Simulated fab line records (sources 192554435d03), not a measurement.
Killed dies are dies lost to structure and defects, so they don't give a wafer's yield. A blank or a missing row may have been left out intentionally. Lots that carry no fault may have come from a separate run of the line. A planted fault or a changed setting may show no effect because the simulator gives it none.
Matching of chambers :: flow n5-finfet :: N5_FIN_SAQP_ALD_61 on ald-sin-03: 4 sister chambers
The step deposits SiO2, target thk 4 nm, pulse time 1 s, purge time 2 s. 4 wafers are shown with their chamber, then 12 later ones without.

## WAFERS WITH THEIR CHAMBER
wafer: L087.4
chamber: 0
heater-power-w (W): 564

wafer: L088.5
chamber: 1
heater-power-w (W): 428

wafer: L089.2
chamber: 3
heater-power-w (W): 439

wafer: L089.5
chamber: 2
heater-power-w (W): 454

## WAFERS MISSING THEIR CHAMBER
wafer: L090.3
heater-power-w (W): 436

wafer: L090.4
heater-power-w (W): 456

wafer: L090.5
heater-power-w (W): 432

wafer: L092.1
heater-power-w (W): 453

wafer: L092.2
heater-power-w (W): 432

wafer: L092.3
heater-power-w (W): 436

wafer: L095.2
heater-power-w (W): 433

wafer: L095.3
heater-power-w (W): 435

wafer: L095.4
heater-power-w (W): 564

wafer: L096.1
heater-power-w (W): 451

wafer: L096.2
heater-power-w (W): 431

wafer: L096.4
heater-power-w (W): 434

## CHAMBER TAKEN BY EACH
wafer: L090.3
from the rows above: can't be placed: 3 or 1
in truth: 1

wafer: L090.4
from the rows above: 2
in truth: 2

wafer: L090.5
from the rows above: can't be placed: 1 or 3
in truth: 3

wafer: L092.1
from the rows above: 2
in truth: 2

wafer: L092.2
from the rows above: can't be placed: 1 or 3
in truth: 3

wafer: L092.3
from the rows above: can't be placed: 3 or 1
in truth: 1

wafer: L095.2
from the rows above: can't be placed: 1 or 3
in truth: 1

wafer: L095.3
from the rows above: can't be placed: 3 or 1
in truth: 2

wafer: L095.4
from the rows above: 0
in truth: 0

wafer: L096.1
from the rows above: 2
in truth: 2

wafer: L096.2
from the rows above: can't be placed: 1 or 3
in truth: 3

wafer: L096.4
from the rows above: can't be placed: 3 or 1
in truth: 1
Correct placement for 4 of the 12. Not placeable from these rows: 8 (in 7, the candidates include the true chamber). Wrongly placed: 0.
How it was worked out, from the rows above alone: a wafer's distance from a chamber is the root of the sum, over the readings, of the square of ((its reading less the chamber's mean) divided by the reading's scatter). The wafer belongs to the nearest chamber; if the next one is less than 2 further off, it can't be placed. The mean given for a chamber averages the wafers shown for that chamber. The scatter: with one shown wafer a chamber, the root of the mean of the squares of how far each hidden wafer lies from its nearest shown one.
